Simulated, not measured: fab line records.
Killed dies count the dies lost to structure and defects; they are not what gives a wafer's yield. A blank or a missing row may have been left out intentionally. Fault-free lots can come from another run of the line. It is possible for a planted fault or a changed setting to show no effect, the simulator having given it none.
The tool behind it: which one?	flow nand-harc	69 wafers from 23 lots sampled at 6 of the route's 1302 steps

## WHAT THE GAUGES SHOWED, per wafer
The record holds no reading of a measuring or inspecting step that can be judged against a usual standard deviation.

## EACH LOT AND THE TOOL THAT RAN IT (in order: tool; ch and the chambers of the sampled wafers; start)
lot	NHARC_A_STAIRCASE_ETCH_194	NHARC_A_STAIRCASE_TRIM_198	NHARC_A_STAIRCASE_STRIP_274	NHARC_A_STAIRCASE_STRIP_316	NHARC_A_STAIRCASE_STRIP_476	NHARC_A_STAIRCASE_ALD_420
L074	rie-diel-01 ch 0,1,2, day 17 10:53 or earlier	rie-diel-13 ch 0,1, day 17 10:53 or earlier	rie-diel-01 ch 1,2, day 17 10:53 or earlier	rie-diel-06 ch 2,3, day 17 10:53 or earlier	rie-diel-13 ch 0,1,2, day 17 10:53	ald-hk-01 ch 0,3, day 17 13:51
L075	rie-diel-13 ch 0,2,3, day 17 20:02 or earlier	rie-diel-13 ch 0,2,3, day 17 20:02 or earlier	rie-diel-13 ch 1,3, day 17 20:02 or earlier	rie-diel-01 ch 0,3, day 17 20:02 or earlier	rie-diel-01 ch 0,1,3, day 17 20:02	ald-hk-02 ch 0,2,3, day 17 22:52
L076	rie-diel-13 ch 0,1,2, day 17 20:04 or earlier	rie-diel-13 ch 0,1,2, day 17 20:04 or earlier	rie-diel-06 ch 0,2,3, day 17 20:04 or earlier	rie-diel-06 ch 0,2,3, day 17 20:04 or earlier	rie-diel-06 ch 0,1, day 17 20:04	ald-hk-01 ch 0,2,3, day 17 22:50
L077	rie-diel-13 ch 1,3, day 18 06:26 or earlier	rie-diel-06 ch 0,1,2, day 18 06:26 or earlier	rie-diel-01 ch 0,3, day 18 06:26 or earlier	rie-diel-01 ch 1,2, day 18 06:26 or earlier	rie-diel-13 ch 1,3, day 18 06:26	ald-hk-02 ch 2,3, day 18 09:24
L078	rie-diel-01 ch 0,2,3, day 18 15:07 or earlier	rie-diel-13 ch 0,1,3, day 18 15:07 or earlier	rie-diel-13 ch 1,2,3, day 18 15:07 or earlier	rie-diel-06 ch 1,2,3, day 18 15:07 or earlier	rie-diel-01 ch 0,2,3, day 18 15:07	ald-hk-02 ch 1,2,3, day 18 21:04
L080	rie-diel-13 ch 1,3, day 19 12:40 or earlier	rie-diel-13 ch 1,2,3, day 19 12:40 or earlier	rie-diel-01 ch 0,1,2, day 19 12:40 or earlier	rie-diel-13 ch 1,2,3, day 19 12:40 or earlier	rie-diel-13 ch 0,1, day 19 12:40	ald-hk-04 ch 0,1,2, day 19 16:14
L079	rie-diel-06 ch 0,2,3, day 19 13:59 or earlier	rie-diel-06 ch 0,1,3, day 19 13:59 or earlier	rie-diel-06 ch 0,2,3, day 19 13:59 or earlier	rie-diel-06 ch 0,2,3, day 19 13:59 or earlier	rie-diel-06 ch 0,2,3, day 19 13:59	ald-hk-01 ch 0,2,3, day 19 15:37
L081	rie-diel-01 ch 0,1, day 20 08:56 or earlier	rie-diel-13 ch 0,1,3, day 20 08:56 or earlier	rie-diel-06 ch 2,3, day 20 08:56 or earlier	rie-diel-13 ch 1,2, day 20 08:56 or earlier	rie-diel-01 ch 1,2, day 20 08:56	ald-hk-02 ch 0,1,2, day 20 12:04
L083	rie-diel-01 ch 1,3, day 21 05:07 or earlier	rie-diel-01 ch 1,3, day 21 05:07 or earlier	rie-diel-06 ch 1,2,3, day 21 05:07 or earlier	rie-diel-01 ch 0,2, day 21 05:07 or earlier	rie-diel-01 ch 0,3, day 21 05:07	ald-hk-04 ch 1,2, day 21 08:43
L082	rie-diel-06 ch 0,2,3, day 21 08:55 or earlier	rie-diel-06 ch 0,2, day 21 08:55 or earlier	rie-diel-13 ch 0,3, day 21 08:55 or earlier	rie-diel-01 ch 0,2, day 21 08:55 or earlier	rie-diel-01 ch 0,2, day 21 08:55	ald-hk-01 ch 0,2,3, day 21 11:44
L084	rie-diel-13 ch 0,3, day 21 17:42 or earlier	rie-diel-13 ch 0,1,3, day 21 17:42 or earlier	rie-diel-13 ch 0,3, day 21 17:42 or earlier	rie-diel-06 ch 2,3, day 21 17:42 or earlier	rie-diel-13 ch 1,2, day 21 17:42	ald-hk-01 ch 1,2,3, day 21 21:10
L086	rie-diel-06 ch 0,1,2, day 21 21:51 or earlier	rie-diel-13 ch 0,3, day 21 21:51 or earlier	rie-diel-01 ch 2,3, day 21 21:51 or earlier	rie-diel-01 ch 0,3, day 21 21:51 or earlier	rie-diel-13 ch 0,1, day 21 21:51	ald-hk-04 ch 1,2, day 22 00:57
L085	rie-diel-01 ch 0,2, day 22 04:23 or earlier	rie-diel-01 ch 0,2,3, day 22 04:23 or earlier	rie-diel-13 ch 1,2,3, day 22 04:23 or earlier	rie-diel-13 ch 0,1,3, day 22 04:23 or earlier	rie-diel-13 ch 0,2, day 22 04:23	ald-hk-02 ch 0,1, day 22 07:21
L087	rie-diel-01 ch 0,2, day 22 06:23 or earlier	rie-diel-01 ch 0,2, day 22 06:23 or earlier	rie-diel-13 ch 0,3, day 22 06:23 or earlier	rie-diel-06 ch 0,1,2, day 22 06:23 or earlier	rie-diel-01 ch 0,1,3, day 22 06:23	ald-hk-01 ch 0,2,3, day 22 09:42
L088	rie-diel-06 ch 2,3, day 22 15:04 or earlier	rie-diel-13 ch 0,3, day 22 15:04 or earlier	rie-diel-01 ch 1,2,3, day 22 15:04	rie-diel-01 ch 0,1,2, day 23 06:31 or earlier	rie-diel-13 ch 1,3, day 23 06:31	ald-hk-04 ch 1,2,3, day 23 12:16
L089	rie-diel-13 ch 0,2,3, day 23 07:28 or earlier	rie-diel-06 ch 0,2,3, day 23 07:28 or earlier	rie-diel-01 ch 1,2,3, day 23 07:28 or earlier	rie-diel-01 ch 2,3, day 23 07:28 or earlier	rie-diel-13 ch 1,3, day 23 07:28	ald-hk-02 ch 0,1,2, day 23 12:25
L090	rie-diel-06 ch 0,2, day 23 19:04 or earlier	rie-diel-06 ch 2,3, day 23 19:04 or earlier	rie-diel-06 ch 1,2,3, day 23 19:04 or earlier	rie-diel-06 ch 0,2,3, day 23 19:04 or earlier	rie-diel-13 ch 1,3, day 23 19:04	ald-hk-02 ch 0,2,3, day 23 22:02
L093	rie-diel-13 ch 2,3, day 24 16:48 or earlier	rie-diel-13 ch 2,3, day 24 16:48 or earlier	rie-diel-06 ch 1,2, day 24 16:48 or earlier	rie-diel-13 ch 0,1,3, day 24 16:48 or earlier	rie-diel-13 ch 1,2, day 24 16:48	ald-hk-04 ch 0,2,3, day 24 19:20
L091	rie-diel-06 ch 0,2, day 24 16:04 or earlier	rie-diel-01 ch 0,1, day 24 16:04 or earlier	rie-diel-13 ch 1,2,3, day 24 16:04 or earlier	rie-diel-06 ch 0,2, day 24 16:04 or earlier	rie-diel-01 ch 1,3, day 24 16:04	ald-hk-01 ch 0,2, day 24 18:52
L094	rie-diel-13 ch 0,2, day 25 07:28 or earlier	rie-diel-13 ch 1,2, day 25 07:28 or earlier	rie-diel-13 ch 0,1,2, day 25 07:28 or earlier	rie-diel-06 ch 1,2,3, day 25 07:28 or earlier	rie-diel-06 ch 0,2, day 25 07:28	ald-hk-02 ch 0,1,3, day 25 11:04
L096	rie-diel-01 ch 1,2,3, day 26 01:18 or earlier	rie-diel-06 ch 0,1,2, day 26 01:18 or earlier	rie-diel-06 ch 0,2,3, day 26 01:18 or earlier	rie-diel-06 ch 0,2,3, day 26 01:18 or earlier	rie-diel-06 ch 0,1,2, day 26 01:18	ald-hk-02 ch 0,1,2, day 26 05:04
L095	rie-diel-13 ch 1,2, day 26 05:19 or earlier	rie-diel-13 ch 1,2,3, day 26 05:19 or earlier	rie-diel-06 ch 0,3, day 26 05:19 or earlier	rie-diel-01 ch 0,2,3, day 26 05:19 or earlier	rie-diel-13 ch 0,1,3, day 26 05:19	ald-hk-01 ch 0,3, day 26 08:08
L097	rie-diel-01 ch 0,1, day 26 15:15 or earlier	rie-diel-13 ch 0,1,3, day 26 15:15 or earlier	rie-diel-01 ch 0,2, day 26 15:15 or earlier	rie-diel-01 ch 1,2, day 26 15:15 or earlier	rie-diel-13 ch 0,1,3, day 26 15:15	ald-hk-01 ch 0,1,2, day 26 19:26
- NHARC_A_STAIRCASE_ETCH_194: etches the open film in C4F8/O2, target depth 100 nm, time 40.5 s.
- NHARC_A_STAIRCASE_TRIM_198: chemistry O2, time 211.2 s.
- NHARC_A_STAIRCASE_STRIP_274: strips in O2.
- NHARC_A_STAIRCASE_STRIP_316: strips in O2.
- NHARC_A_STAIRCASE_STRIP_476: strips in O2, time 20 s.
- NHARC_A_STAIRCASE_ALD_420: deposits SiO2, target thk 20 nm, pulse time 6 s, ald cycles 200.

## WHAT THE TOOLS THEMSELVES READ (means of the sampled wafers that have a number; where no wafer has one, the mark that the record gives instead)
NHARC_A_STAIRCASE_ETCH_194. Usual: oes-product-au 0.943 a.u., standard deviation 0.011; rf-vpp-V 898 V, standard deviation 4.5.
lot	tool	oes-product-au (a.u.)	rf-vpp-V (V)	flag
L074	rie-diel-01	0.949	899	
L075	rie-diel-13	0.934	898	
L076	rie-diel-13	0.940	900	
L077	rie-diel-13	0.952	899	
L078	rie-diel-01	0.943	901	
L080	rie-diel-13	0.953	902	
L079	rie-diel-06	0.928	894	
L081	rie-diel-01	0.936	901	
L083	rie-diel-01	0.934	900	
L082	rie-diel-06	0.940	894	
L084	rie-diel-13	0.953	898	
L086	rie-diel-06	0.948	891	
L085	rie-diel-01	0.943	901	
L087	rie-diel-01	0.943	901	
L088	rie-diel-06	0.928	895	
L089	rie-diel-13	0.944	897	
L090	rie-diel-06	0.941	894	
L093	rie-diel-13	0.959	896	
L091	rie-diel-06	0.941	892	
L094	rie-diel-13	0.943	896	
L096	rie-diel-01	0.935	897	
L095	rie-diel-13	0.955	898	
L097	rie-diel-01	0.940	902	

NHARC_A_STAIRCASE_TRIM_198. Usual: drypump-motor-current-A 5.7 A, standard deviation 0.32; oes-product-au 1.000 a.u., standard deviation 0.0092; rf-vpp-V 58.0 V, standard deviation 0.9; showerhead-plenum-p-Torr 3.58 Torr, standard deviation 0.12; throttle-valve-pct 17.036 %, standard deviation 0.0088.
lot	tool	drypump-motor-current-A (A)	oes-product-au (a.u.)	rf-vpp-V (V)	showerhead-plenum-p-Torr (Torr)	throttle-valve-pct (%)	flag
L074	rie-diel-13	5.5	0.999	56.8	3.66	17.037	
L075	rie-diel-13	5.6	1.005	57.6	3.58	17.037	
L076	rie-diel-13	5.6	0.995	58.2	3.64	17.044	
L077	rie-diel-06	5.7	0.994	57.6	3.41	17.035	
L078	rie-diel-13	5.7	0.999	58.6	3.64	17.040	
L080	rie-diel-13	5.8	1.019	57.9	3.62	17.032	
L079	rie-diel-06	5.4	1.004	57.9	3.40	17.041	
L081	rie-diel-13	5.7	1.003	58.4	3.63	17.034	
L083	rie-diel-01	6.0	0.989	58.4	3.61	17.041	
L082	rie-diel-06	6.0	0.990	57.7	3.49	17.031	
L084	rie-diel-13	5.7	0.992	57.2	3.62	17.042	
L086	rie-diel-13	5.7	1.004	57.7	3.56	17.033	
L085	rie-diel-01	5.7	0.998	56.7	3.66	17.033	
L087	rie-diel-01	5.5	1.000	57.7	3.57	17.027	
L088	rie-diel-13	5.7	1.008	58.4	3.55	17.040	
L089	rie-diel-06	5.6	0.999	57.0	3.47	17.033	
L090	rie-diel-06	6.0	0.993	57.2	3.52	17.028	
L093	rie-diel-13	5.7	1.011	57.7	3.53	17.043	
L091	rie-diel-01	5.8	0.997	57.7	3.61	17.028	
L094	rie-diel-13	5.7	1.005	57.9	3.59	17.031	
L096	rie-diel-06	5.7	1.002	58.2	3.56	17.044	
L095	rie-diel-13	5.8	1.007	58.2	3.59	17.030	
L097	rie-diel-13	5.7	1.005	58.4	3.60	17.036	

NHARC_A_STAIRCASE_STRIP_274. Usual: drypump-motor-current-A 5.7 A, standard deviation 0.35; oes-product-au 0.998 a.u., standard deviation 0.0097; rf-vpp-V 57.8 V, standard deviation 0.89; showerhead-plenum-p-Torr 3.57 Torr, standard deviation 0.12; throttle-valve-pct 17.035 %, standard deviation 0.01.
lot	tool	drypump-motor-current-A (A)	oes-product-au (a.u.)	rf-vpp-V (V)	showerhead-plenum-p-Torr (Torr)	throttle-valve-pct (%)	flag
L074	rie-diel-01	5.8	0.991	57.5	3.55	17.027	
L075	rie-diel-13	5.9	1.010	57.5	3.63	17.037	
L076	rie-diel-06	5.6	0.996	58.4	3.49	17.037	
L077	rie-diel-01	5.9	0.996	58.4	3.75	17.037	
L078	rie-diel-13	5.8	1.008	58.6	3.62	17.030	
L080	rie-diel-01	5.6	0.993	57.8	3.61	17.039	
L079	rie-diel-06	5.6	0.993	56.6	3.48	17.039	
L081	rie-diel-06	5.6	0.988	57.9	3.52	17.029	
L083	rie-diel-06	5.7	0.993	57.7	3.44	17.028	
L082	rie-diel-13	5.7	1.006	58.7	3.56	17.031	
L084	rie-diel-13	5.5	1.001	57.1	3.57	17.034	
L086	rie-diel-01	5.7	0.990	58.7	3.56	17.053	
L085	rie-diel-13	5.8	1.001	58.1	3.60	17.035	
L087	rie-diel-13	5.5	0.999	58.0	3.57	17.045	
L088	rie-diel-01	5.9	0.992	56.8	3.58	17.039	
L089	rie-diel-01	5.9	0.994	58.5	3.58	17.029	
L090	rie-diel-06	5.7	0.998	58.4	3.61	17.037	
L093	rie-diel-06	6.1	0.994	58.2	3.61	17.027	
L091	rie-diel-13	5.8	1.005	57.3	3.59	17.036	
L094	rie-diel-13	5.6	1.002	57.4	3.60	17.038	
L096	rie-diel-06	5.6	0.998	57.6	3.46	17.045	
L095	rie-diel-06	5.3	1.007	57.0	3.45	17.041	
L097	rie-diel-01	5.5	0.990	57.5	3.54	17.035	

NHARC_A_STAIRCASE_STRIP_316. Usual: drypump-motor-current-A 5.7 A, standard deviation 0.37; oes-product-au 0.997 a.u., standard deviation 0.0093; rf-vpp-V 57.9 V, standard deviation 0.85; showerhead-plenum-p-Torr 3.58 Torr, standard deviation 0.13; throttle-valve-pct 17.037 %, standard deviation 0.0093.
lot	tool	drypump-motor-current-A (A)	oes-product-au (a.u.)	rf-vpp-V (V)	showerhead-plenum-p-Torr (Torr)	throttle-valve-pct (%)	flag
L074	rie-diel-06	5.6	0.989	57.3	3.53	17.033	
L075	rie-diel-01	5.6	0.993	58.8	3.76	17.042	
L076	rie-diel-06	5.6	1.002	57.8	3.49	17.035	
L077	rie-diel-01	5.8	0.994	57.9	3.54	17.041	
L078	rie-diel-06	5.7	0.996	57.3	3.45	17.031	
L080	rie-diel-13	5.8	1.008	58.4	3.61	17.037	
L079	rie-diel-06	5.6	0.993	57.0	3.48	17.044	
L081	rie-diel-13	5.7	1.003	57.9	3.60	17.029	
L083	rie-diel-01	5.4	1.002	58.7	3.67	17.026	
L082	rie-diel-01	5.5	0.993	58.7	3.57	17.025	
L084	rie-diel-06	5.6	0.996	58.1	3.51	17.044	
L086	rie-diel-01	5.9	0.992	58.9	3.73	17.039	
L085	rie-diel-13	5.7	1.001	57.6	3.62	17.035	
L087	rie-diel-06	5.7	0.994	58.6	3.57	17.042	
L088	rie-diel-01	5.6	1.003	58.1	3.59	17.041	
L089	rie-diel-01	5.7	0.997	57.8	3.55	17.029	
L090	rie-diel-06	5.6	0.997	57.2	3.46	17.040	
L093	rie-diel-13	5.7	0.999	58.0	3.60	17.037	
L091	rie-diel-06	5.9	0.998	57.9	3.47	17.044	
L094	rie-diel-06	5.7	0.993	57.7	3.60	17.046	
L096	rie-diel-06	5.6	1.003	58.1	3.46	17.040	
L095	rie-diel-01	5.7	0.996	57.7	3.63	17.031	
L097	rie-diel-01	5.7	0.985	58.0	3.47	17.031	

NHARC_A_STAIRCASE_STRIP_476. Usual: drypump-motor-current-A 5.7 A, standard deviation 0.32; oes-product-au 0.999 a.u., standard deviation 0.01; rf-vpp-V 57.7 V, standard deviation 0.85; showerhead-plenum-p-Torr 3.59 Torr, standard deviation 0.12; throttle-valve-pct 17.036 %, standard deviation 0.0094.
lot	tool	drypump-motor-current-A (A)	oes-product-au (a.u.)	rf-vpp-V (V)	showerhead-plenum-p-Torr (Torr)	throttle-valve-pct (%)	flag
L074	rie-diel-13	5.6	0.998	57.6	3.63	17.040	
L075	rie-diel-01	5.8	0.997	58.1	3.69	17.041	
L076	rie-diel-06	5.5	0.990	57.6	3.32	17.037	
L077	rie-diel-13	5.9	1.005	57.8	3.62	17.037	
L078	rie-diel-01	5.7	0.993	58.2	3.67	17.032	
L080	rie-diel-13	5.7	0.998	57.8	3.68	17.031	
L079	rie-diel-06	5.6	0.999	57.9	3.48	17.033	
L081	rie-diel-01	5.8	0.982	58.3	3.53	17.037	
L083	rie-diel-01	5.9	1.001	57.9	3.74	17.029	
L082	rie-diel-01	5.4	0.996	57.3	3.67	17.033	
L084	rie-diel-13	5.8	1.007	57.8	3.66	17.035	
L086	rie-diel-13	5.7	0.992	59.3	3.67	17.027	
L085	rie-diel-13	5.5	1.003	58.1	3.55	17.039	
L087	rie-diel-01	5.8	0.997	57.6	3.67	17.055	
L088	rie-diel-13	5.9	1.012	56.9	3.60	17.040	
L089	rie-diel-13	5.9	1.017	57.0	3.60	17.038	
L090	rie-diel-13	5.9	0.997	57.8	3.65	17.038	
L093	rie-diel-13	5.7	1.001	57.9	3.59	17.044	
L091	rie-diel-01	6.0	0.985	57.9	3.60	17.040	
L094	rie-diel-06	5.9	1.001	57.5	3.47	17.034	
L096	rie-diel-06	5.7	0.996	57.1	3.55	17.034	
L095	rie-diel-13	5.7	1.001	57.4	3.60	17.035	
L097	rie-diel-13	5.7	1.010	56.6	3.60	17.041	

NHARC_A_STAIRCASE_ALD_420. Usual: heater-power-w 486 W, standard deviation 35; precursor-pulse-height-rel 0.998, standard deviation 0.02.
lot	tool	heater-power-w (W)	precursor-pulse-height-rel	flag
L074	ald-hk-01	483	0.995	
L075	ald-hk-02	464	1.001	
L076	ald-hk-01	506	0.985	
L077	ald-hk-02	449	1.008	
L078	ald-hk-02	467	0.987	
L080	ald-hk-04	493	0.973	
L079	ald-hk-01	500	1.004	
L081	ald-hk-02	499	0.998	
L083	ald-hk-04	462	0.988	
L082	ald-hk-01	511	0.993	
L084	ald-hk-01	502	0.996	
L086	ald-hk-04	497	1.002	
L085	ald-hk-02	509	1.007	
L087	ald-hk-01	505	0.991	
L088	ald-hk-04	490	1.011	
L089	ald-hk-02	499	0.995	
L090	ald-hk-02	469	1.010	
L093	ald-hk-04	516	1.017	
L091	ald-hk-01	483	1.007	
L094	ald-hk-02	476	1.010	
L096	ald-hk-02	487	0.992	
L095	ald-hk-01	505	1.002	
L097	ald-hk-01	477	0.987	

## THE ANSWER, worked out from the rows above alone
Rule: a lot is off if the mean of its wafers that have a number lies more than 3 standard deviations from the usual mean. Also off: a lot with no number at a reading for which 4 or more lots have one. The other lots that the step has rows for count as sound. Order of review: gauges by route order, followed by the tools' own readings, for which a lot's mean as printed above is used. The first step at which some lot is off is used, and at that step the reading that is off furthest; a lot without a number counts as furthest.
No lot is off on any of the readings shown, so nothing can be concluded from this.

## WHAT THE SIMULATOR HAD PUT IN
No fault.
